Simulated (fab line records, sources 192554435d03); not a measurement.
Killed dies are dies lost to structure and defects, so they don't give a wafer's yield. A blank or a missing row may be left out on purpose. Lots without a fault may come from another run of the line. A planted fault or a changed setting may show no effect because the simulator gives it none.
Which tool did it? | flow n5_finfet | 24 lots, 72 wafers sampled, at 5 steps of a route of 1938

WHAT THE GAUGES READ, wafer by wafer
N5_BEOL_M5_THK_MEAS_01.
lot  | measured     | on            | M5_ILD_THK (nm)
L074 | day 8 13:26  | film_metro-01 | 121.6 120.5 121.7
L075 | day 8 18:48  | film_metro-02 | 118.8 122.1 121.9
L076 | day 8 20:36  | film_metro-02 | 121.6 121.9 122.4
L077 | day 8 21:07  | film_metro-01 | 120.6 118.7 119.8
L078 | day 9 19:59  | film_metro-02 | 119.8 122.8 121.6
L079 | day 10 00:21 | film_metro-02 | 120.1 118.4 119.1
L080 | day 10 06:57 | film_metro-01 | 120.5 121.4 123.0
L081 | day 10 09:06 | film_metro-01 | 119.2 123.7 122.6
L082 | day 10 13:16 | film_metro-01 | 119.2 117.8 120.2
L085 | day 10 23:29 | film_metro-02 | 120.3 117.9 120.6
L083 | day 11 02:31 | film_metro-01 | 116.6 114.1 117.8
L084 | day 11 06:12 | film_metro-02 | 121.1 120.1 121.6
L087 | day 11 08:02 | film_metro-01 | 118.5 119.2 120.7
L086 | day 11 11:40 | film_metro-02 | 117.8 121.2 120.8
L088 | day 11 18:07 | film_metro-02 | 120.3 123.0 120.9
L089 | day 12 01:28 | film_metro-02 | 119.4 120.7 120.6
L090 | day 12 17:32 | film_metro-01 | 121.7 124.2 124.2
L092 | day 12 21:46 | film_metro-01 | 119.8 120.5 119.6
L091 | day 12 23:12 | film_metro-02 | 120.5 118.2 121.6
L093 | day 13 01:35 | film_metro-01 | 120.9 120.9 124.2
L094 | day 13 17:32 | film_metro-02 | 120.3 121.5 121.1
L097 | day 14 01:22 | film_metro-01 | 118.9 120.2 120.6
L095 | day 14 01:25 | film_metro-01 | 120.9 120.1 121.3
L096 | day 14 03:19 | film_metro-02 | 118.6 120.2 121.4

N5_BEOL_M5_INSPECT_58: inspects for defects (darkfield).
lot  | measured     | on                | raw_defect_count
L074 | day 8 23:20  | defect_inspect-02 | 86 72 90
L075 | day 9 06:17  | defect_inspect-02 | 71 87 106
L076 | day 9 08:00  | defect_inspect-02 | 71 63 42
L077 | day 9 08:46  | defect_inspect-01 | 69 65 64
L078 | day 10 07:40 | defect_inspect-01 | 56 38 71
L079 | day 10 10:08 | defect_inspect-02 | 109 96 88
L080 | day 10 17:08 | defect_inspect-01 | 46 56 44
L081 | day 10 19:58 | defect_inspect-01 | 68 54 80
L082 | day 10 23:38 | defect_inspect-01 | 59 39 50
L085 | day 11 10:53 | defect_inspect-02 | 84 73 52
L083 | day 11 14:22 | defect_inspect-02 | 90 60 65
L084 | day 11 19:03 | defect_inspect-01 | 72 68 85
L087 | day 11 19:22 | defect_inspect-01 | 92 69 92
L086 | day 12 01:08 | defect_inspect-01 | 36 59 77
L088 | day 12 06:03 | defect_inspect-01 | 60 79 78
L089 | day 12 13:01 | defect_inspect-02 | 53 49 52
L090 | day 13 05:34 | defect_inspect-01 | 58 121 44
L092 | day 13 12:59 | defect_inspect-01 | 84 78 77
L091 | day 13 12:27 | defect_inspect-02 | 118 80 88
L093 | day 13 20:16 | defect_inspect-02 | 67 70 92
L094 | day 14 05:32 | defect_inspect-01 | 69 63 97
L097 | day 14 12:10 | defect_inspect-02 | 70 84 44
L095 | day 14 14:59 | defect_inspect-02 | 73 70 71
L096 | day 14 13:56 | defect_inspect-02 | 67 84 72

WHICH TOOL RAN EACH LOT (tool, then ch and the chambers of the sampled wafers, then the start)
lot  | N5_BEOL_M5_HM_OPEN_17             | N5_BEOL_M5_ETCH_41                            | N5_BEOL_M5_PRE_CLEAN_77
L074 | rie_metal-03 ch 0,1, day 8 14:42  | rie_diel-05 ch 1,2, day 8 23:04 or earlier    | cvd_co-02 ch 0,1,2, day 8 23:04
L075 | rie_metal-03 ch 0,1, day 8 21:41  | rie_diel-05 ch 0,1,2, day 9 06:02 or earlier  | cvd_co-01 ch 0,1,2, day 9 06:02
L076 | rie_metal-02 ch 0,1, day 8 21:48  | rie_diel-04 ch 0,1,2, day 9 07:45 or earlier  | cvd_co-02 ch 0,1,2, day 9 07:45
L077 | rie_metal-01 ch 0,1, day 8 22:23  | rie_diel-05 ch 0,1,2, day 9 08:31 or earlier  | cvd_co-01 ch 0,1,2, day 9 08:31
L078 | rie_metal-01 ch 0,1, day 9 21:47  | rie_diel-04 ch 1,3, day 10 07:23 or earlier   | cvd_co-02 ch 0,2, day 10 07:23
L079 | rie_metal-01 ch 0,1, day 10 01:45 | rie_diel-01 ch 0,2,3, day 10 09:51 or earlier | cvd_co-02 ch 1,2, day 10 09:51
L080 | rie_metal-03 ch 0,1, day 10 08:24 | rie_diel-01 ch 1,2,3, day 10 16:52 or earlier | cvd_co-01 ch 0,1,2, day 10 16:52
L081 | rie_metal-03 ch 0,1, day 10 10:50 | rie_diel-01 ch 0,1,2, day 10 19:43 or earlier | cvd_co-02 ch 0,1, day 10 19:43
L082 | rie_metal-03 ch 0,1, day 10 14:40 | rie_diel-04 ch 0,1,3, day 10 23:23 or earlier | cvd_co-01 ch 0,1,2, day 10 23:23
L085 | rie_metal-01 ch 0,1, day 11 01:27 | rie_diel-04 ch 1,3, day 11 10:38 or earlier   | cvd_co-01 ch 0,2, day 11 10:38
L083 | rie_metal-03 ch 0,1, day 11 04:54 | rie_diel-04 ch 0,1,3, day 11 14:07 or earlier | cvd_co-02 ch 0,2, day 11 14:07
L084 | rie_metal-01 ch 0, day 11 09:29   | rie_diel-01 ch 0,3, day 11 18:48 or earlier   | cvd_co-01 ch 0,1,2, day 11 18:48
L087 | rie_metal-03 ch 0,1, day 11 10:07 | rie_diel-05 ch 1,3, day 11 19:07 or earlier   | cvd_co-02 ch 1,2, day 11 19:07
L086 | rie_metal-02 ch 0,1, day 11 13:50 | rie_diel-04 ch 0,3, day 12 00:53 or earlier   | cvd_co-01 ch 0,1,2, day 12 00:53
L088 | rie_metal-03 ch 0,1, day 11 19:13 | rie_diel-01 ch 0,3, day 12 05:48 or earlier   | cvd_co-02 ch 1,2, day 12 05:48
L089 | rie_metal-03 ch 0,1, day 12 03:16 | rie_diel-01 ch 0,1, day 12 12:46 or earlier   | cvd_co-02 ch 0,2, day 12 12:46
L090 | rie_metal-01 ch 0,1, day 12 19:27 | rie_diel-04 ch 0,3, day 13 05:19 or earlier   | cvd_co-01 ch 1,2, day 13 05:19
L092 | rie_metal-02 ch 0,1, day 13 00:30 | rie_diel-04 ch 0,1,2, day 13 12:44 or earlier | cvd_co-02 ch 0,1,2, day 13 12:44
L091 | rie_metal-03 ch 0,1, day 13 01:10 | rie_diel-05 ch 0,1,3, day 13 12:11 or earlier | cvd_co-02 ch 0,1,2, day 13 12:11
L093 | rie_metal-02 ch 0,1, day 13 05:13 | rie_diel-01 ch 0,2,3, day 13 20:01 or earlier | cvd_co-01 ch 0,1,2, day 13 20:01
L094 | rie_metal-01 ch 0, day 13 19:23   | rie_diel-04 ch 1,2,3, day 14 05:17 or earlier | cvd_co-01 ch 0,1,2, day 14 05:17
L097 | rie_metal-01 ch 0, day 14 02:50   | rie_diel-01 ch 0,1,2, day 14 11:55 or earlier | cvd_co-02 ch 0,1,2, day 14 11:55
L095 | rie_metal-01 ch 0, day 14 03:41   | rie_diel-01 ch 0,1,3, day 14 14:38 or earlier | cvd_co-02 ch 1,2, day 14 14:38
L096 | rie_metal-02 ch 0,1, day 14 04:38 | rie_diel-01 ch 0,2,3, day 14 13:41 or earlier | cvd_co-01 ch 1,2, day 14 13:41
- N5_BEOL_M5_HM_OPEN_17: chemistry Cl2/BCl3, target TiN, target depth 20 nm, overetch 6 nm.
- N5_BEOL_M5_ETCH_41: etches SiCN in CH3F/O2, target depth 31.5 nm, time 56.7 s.
- N5_BEOL_M5_PRE_CLEAN_77: time 15 s.

WHAT THE TOOLS THEMSELVES READ (means of the sampled wafers that have a number; where no wafer has one, the mark that the record gives instead)
N5_BEOL_M5_HM_OPEN_17.
lot  | tool         | drypump_motor_current_A (A) | oes_product_au (a.u.) | rf_fwd_power_W (W) | throttle_valve_pct (%)
L074 | rie_metal-03 | 5.0                         | 0.65                  | 994                | 22.10
L075 | rie_metal-03 | 5.1                         | 0.65                  | 992                | 22.10
L076 | rie_metal-02 | 5.9                         | 0.67                  | 993                | 22.20
L077 | rie_metal-01 | 6.0                         | 0.70                  | 990                | 22.14
L078 | rie_metal-01 | 6.1                         | 0.69                  | 985                | 22.15
L079 | rie_metal-01 | 5.9                         | 0.62                  | 994                | 22.27
L080 | rie_metal-03 | 5.0                         | 0.65                  | 993                | 22.10
L081 | rie_metal-03 | 5.0                         | 0.64                  | 992                | 22.11
L082 | rie_metal-03 | 5.0                         | 0.64                  | 990                | 22.12
L085 | rie_metal-01 | 5.9                         | 0.62                  | 990                | 22.28
L083 | rie_metal-03 | 5.1                         | 0.64                  | 991                | 22.12
L084 | rie_metal-01 | 6.2                         | 0.76                  | 986                | 22.05
L087 | rie_metal-03 | 5.0                         | 0.64                  | 995                | 22.11
L086 | rie_metal-02 | 5.8                         | 0.69                  | 995                | 22.20
L088 | rie_metal-03 | 5.0                         | 0.64                  | 993                | 22.11
L089 | rie_metal-03 | 5.5                         | 0.60                  | 994                | 21.99
L090 | rie_metal-01 | 6.1                         | 0.67                  | 990                | 22.18
L092 | rie_metal-02 | 5.9                         | 0.65                  | 995                | 22.22
L091 | rie_metal-03 | 5.5                         | 0.60                  | 993                | 22.00
L093 | rie_metal-02 | 5.9                         | 0.65                  | 996                | 22.22
L094 | rie_metal-01 | 6.2                         | 0.74                  | 989                | 22.06
L097 | rie_metal-01 | 6.2                         | 0.73                  | 990                | 22.05
L095 | rie_metal-01 | 6.1                         | 0.73                  | 991                | 22.06
L096 | rie_metal-02 | 5.8                         | 0.68                  | 990                | 22.21

N5_BEOL_M5_ETCH_41.
lot  | tool        | drypump_motor_current_A (A) | oes_product_au (a.u.) | rf_fwd_power_W (W) | rf_vpp_V (V) | showerhead_plenum_p_Torr (Torr) | throttle_valve_pct (%)
L074 | rie_diel-05 | 5.4                         | 0.74                  | 391.6              | 297.5        | 2.00                            | 16.18
L075 | rie_diel-05 | 5.5                         | 0.79                  | 391.1              | 297.8        | 2.05                            | 16.25
L076 | rie_diel-04 | 6.0                         | 0.75                  | 390.7              | 298.1        | 2.02                            | 16.26
L077 | rie_diel-05 | 5.5                         | 0.78                  | 390.9              | 298.4        | 2.04                            | 16.26
L078 | rie_diel-04 | 6.2                         | 0.78                  | 391.3              | 298.3        | 2.05                            | 16.40
L079 | rie_diel-01 | 5.4                         | 0.74                  | 393.1              | 296.4        | 1.97                            | 16.43
L080 | rie_diel-01 | 5.5                         | 0.71                  | 391.7              | 295.9        | 1.95                            | 16.43
L081 | rie_diel-01 | 5.4                         | 0.74                  | 391.5              | 297.4        | 2.00                            | 16.49
L082 | rie_diel-04 | 5.9                         | 0.86                  | 391.4              | 298.8        | 2.05                            | 16.26
L085 | rie_diel-04 | 6.1                         | 0.76                  | 391.2              | 298.5        | 2.05                            | 16.42
L083 | rie_diel-04 | 6.0                         | 0.86                  | 391.5              | 298.0        | 2.05                            | 16.27
L084 | rie_diel-01 | 5.6                         | 0.74                  | 393.5              | 297.0        | 1.94                            | 16.18
L087 | rie_diel-05 | 5.3                         | 0.71                  | 392.6              | 296.6        | 2.00                            | 16.27
L086 | rie_diel-04 | 5.8                         | 0.93                  | 391.0              | 298.3        | 2.05                            | 16.12
L088 | rie_diel-01 | 5.6                         | 0.74                  | 390.7              | 296.3        | 1.94                            | 16.19
L089 | rie_diel-01 | 5.5                         | 0.74                  | 391.7              | 297.0        | 1.99                            | 16.32
L090 | rie_diel-04 | 5.7                         | 0.91                  | 390.0              | 298.1        | 2.05                            | 16.13
L092 | rie_diel-04 | 6.1                         | 0.92                  | 389.6              | 297.5        | 2.01                            | 15.99
L091 | rie_diel-05 | 5.4                         | 0.74                  | 391.9              | 297.7        | 2.04                            | 16.36
L093 | rie_diel-01 | 5.5                         | 0.82                  | 392.9              | 296.4        | 1.96                            | 16.30
L094 | rie_diel-04 | 6.1                         | 0.89                  | 391.0              | 297.4        | 2.00                            | 16.03
L097 | rie_diel-01 | 5.4                         | 0.80                  | 392.4              | 297.1        | 1.99                            | 16.36
L095 | rie_diel-01 | 5.5                         | 0.72                  | 392.3              | 297.7        | 1.96                            | 16.29
L096 | rie_diel-01 | 5.4                         | 0.80                  | 391.4              | 296.2        | 1.96                            | 16.30

N5_BEOL_M5_PRE_CLEAN_77.
lot  | tool      | heater_power_w (W) | rf_fwd_power_W (W)
L074 | cvd_co-02 | 93                 | 295.9
L075 | cvd_co-01 | 76                 | 297.5
L076 | cvd_co-02 | 91                 | 294.9
L077 | cvd_co-01 | 76                 | 296.7
L078 | cvd_co-02 | 97                 | 294.9
L079 | cvd_co-02 | 87                 | 294.6
L080 | cvd_co-01 | 76                 | 297.2
L081 | cvd_co-02 | 108                | 294.3
L082 | cvd_co-01 | 75                 | 297.5
L085 | cvd_co-01 | 72                 | 298.0
L083 | cvd_co-02 | 82                 | 293.6
L084 | cvd_co-01 | 76                 | 298.2
L087 | cvd_co-02 | 88                 | 295.1
L086 | cvd_co-01 | 75                 | 297.8
L088 | cvd_co-02 | 77                 | 294.8
L089 | cvd_co-02 | 98                 | 295.4
L090 | cvd_co-01 | 75                 | 297.8
L092 | cvd_co-02 | 93                 | 294.9
L091 | cvd_co-02 | 93                 | 295.3
L093 | cvd_co-01 | 77                 | 297.4
L094 | cvd_co-01 | 77                 | 296.7
L097 | cvd_co-02 | 92                 | 294.9
L095 | cvd_co-02 | 92                 | 295.0
L096 | cvd_co-01 | 75                 | 297.4

THE ANSWER, worked out from the rows above alone
Rule: what is usual is taken from the lots themselves. Put in order of their means at a reading, lots are off if they are a third of the lots or fewer, leave a main group of 4 or more, and stand apart from it by a gap of 3 or more times the standard deviation of the main group's means; of several such gaps the widest counts. A main group whose means are all the same, to the digits that the tables above print for the reading, isn't used. A lot without any number at a reading at which 4 lots or more have one is off too. The other lots that the step has rows for count as sound. The gauges are gone through in route order, then the tools' own readings, and for those a lot's mean is taken as printed above. The first step at which some lot is off is used, and at that step the reading that is off furthest; a lot without a number counts as furthest.
No lot is off at any reading shown: from this, nothing can be told.

WHAT THE SIMULATOR HAD PUT IN
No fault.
